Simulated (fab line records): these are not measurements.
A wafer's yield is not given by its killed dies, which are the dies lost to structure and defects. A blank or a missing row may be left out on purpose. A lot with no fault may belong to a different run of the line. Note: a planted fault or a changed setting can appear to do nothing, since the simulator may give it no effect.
Lot-split experiment | flow n5Finfet | 7 lots, 21 wafers read, on a route of 1938 steps

## ABOUT THE SPLIT
At N5_BEOL_M4_ETCH_70 (etches SOC in N2/H2, target depth 80 nm, overetch 24 nm, time 130 s), the setting sourceW was moved away from the recipe's 840 W on 8 of the 21 wafers read, by -15.8% to +8.1%. The other wafers ran this setting at the recipe's value.

The reading comes from the split's own step.

## THE READING
rfVppV, in V, at N5_BEOL_M4_ETCH_70 (etches SOC in N2/H2, target depth 80 nm, overetch 24 nm, time 130 s). A value of 522.5 V with a standard deviation of 2.3 V is what fault-free wafers of this fab line usually give.

wafer  | tool, chamber at the split | sourceW as run, W | against the recipe | rfVppV, V | against lot-mates on the recipe
L075.1 | rieDiel-05, 0              | 840               | recipe             | 520.9     | -
L075.5 | rieDiel-05, 3              | 840               | recipe             | 523.3     | -
L075.6 | rieDiel-05, 2              | 707.5             | -15.8%             | 554.5     | +32.4
L076.1 | rieDiel-02, 0              | 757.5             | -9.8%              | 539.1     | +17.6
L076.3 | rieDiel-02, 3              | 840               | recipe             | 521.2     | -
L076.6 | rieDiel-02, 2              | 840               | recipe             | 521.7     | -
L078.4 | rieDiel-06, 2              | 840               | recipe             | 521.2     | -
L078.5 | rieDiel-06, 0              | 760.1             | -9.5%              | 536.6     | +11.4
L078.6 | rieDiel-06, 1              | 840               | recipe             | 529.2     | -
L081.2 | rieDiel-05, 2              | 840               | recipe             | 522.2     | -
L081.4 | rieDiel-05, 3              | 840               | recipe             | 521.6     | -
L081.5 | rieDiel-05, 3              | 840               | recipe             | 521.4     | -
L085.1 | rieDiel-02, 2              | 749.8             | -10.7%             | 541.9     | +20.1
L085.3 | rieDiel-02, 3              | 840               | recipe             | 521.8     | -
L085.5 | rieDiel-02, 3              | 749.8             | -10.7%             | 542.6     | +20.8
L090.1 | rieDiel-05, 3              | 761.1             | -9.4%              | 540.3     | +18.6
L090.4 | rieDiel-05, 2              | 840               | recipe             | 522.8     | -
L090.5 | rieDiel-05, 0              | 840               | recipe             | 520.5     | -
L095.1 | rieDiel-05, 1              | 908.1             | +8.1%              | 507.9     | -13.9
L095.2 | rieDiel-05, 2              | 840               | recipe             | 521.8     | -
L095.3 | rieDiel-05, 0              | 908.1             | +8.1%              | 507.8     | -14.0

FIT RESULTS
A straight line over all 21 wafers: rfVppV changes by -1.85 V for each +1% of sourceW; r = -0.98; the points scatter about the line by 2.1 V.
The same after taking each lot's own level away (the mean of its wafers on the recipe; 21 wafers): -1.84 V for each +1%; r = -0.98; scatter 2.2 V.
Per that fit: largest sourceW move, reading shift of 29 V.
Measured against the standard deviation above, the lots' own levels, which go from 521.45 to 525.20 V, span 1.6 times it.
The two slopes agree, so the slope changes little with the lot-to-lot level.
Check: for one of the wafers moved furthest among these (-15.8%), held out of the fit, the line's prediction against its lot-mates is +27.8 V. Against them it came out at +32.4 V.
Tool readings at the split's step, against how far the setting was moved: rfVppV r = -0.98.

## THESE WAFERS: OTHER SPLITS
Note: prior to the reading, these wafers also went through further splits. Each is held against what the fit with the lots' levels taken away leaves over:
other split on the same wafers   | wafers away from the commonest value | r with rfVppV (lot level and that fit taken away)
N5_GATE_CUT_COAT_07 spinRpm      | 3                                    | -0.28
N5_MOL_CONTACT_COAG_ALD_27 timeS | 7                                    | +0.21
N5_BEOL_M0_SAQP_ETCH_107 biasW   | 3                                    | -0.12
N5_BEOL_M0_CUTY_COAT_51 spinRpm  | 9                                    | -0.30
N5_BEOL_M0_CUTY_DESCUM_61 timeS  | 9                                    | +0.10
N5_BEOL_M1_TRENCH_ETCH_37 biasW  | 10                                   | +0.09
N5_BEOL_M2_TRENCH_ETCH_37 biasW  | 7                                    | +0.16
N5_BEOL_M3_SPUTTER_48 timeS      | 8                                    | -0.52
N5_BEOL_M4_COAT_62 spinRpm       | 3                                    | +0.12
N5_BEOL_M4_DESCUM_16 timeS       | 6                                    | -0.13

## FILE'S OWN FIT
rfVppV changes by -1.84 V for each +1% of sourceW, r = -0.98.
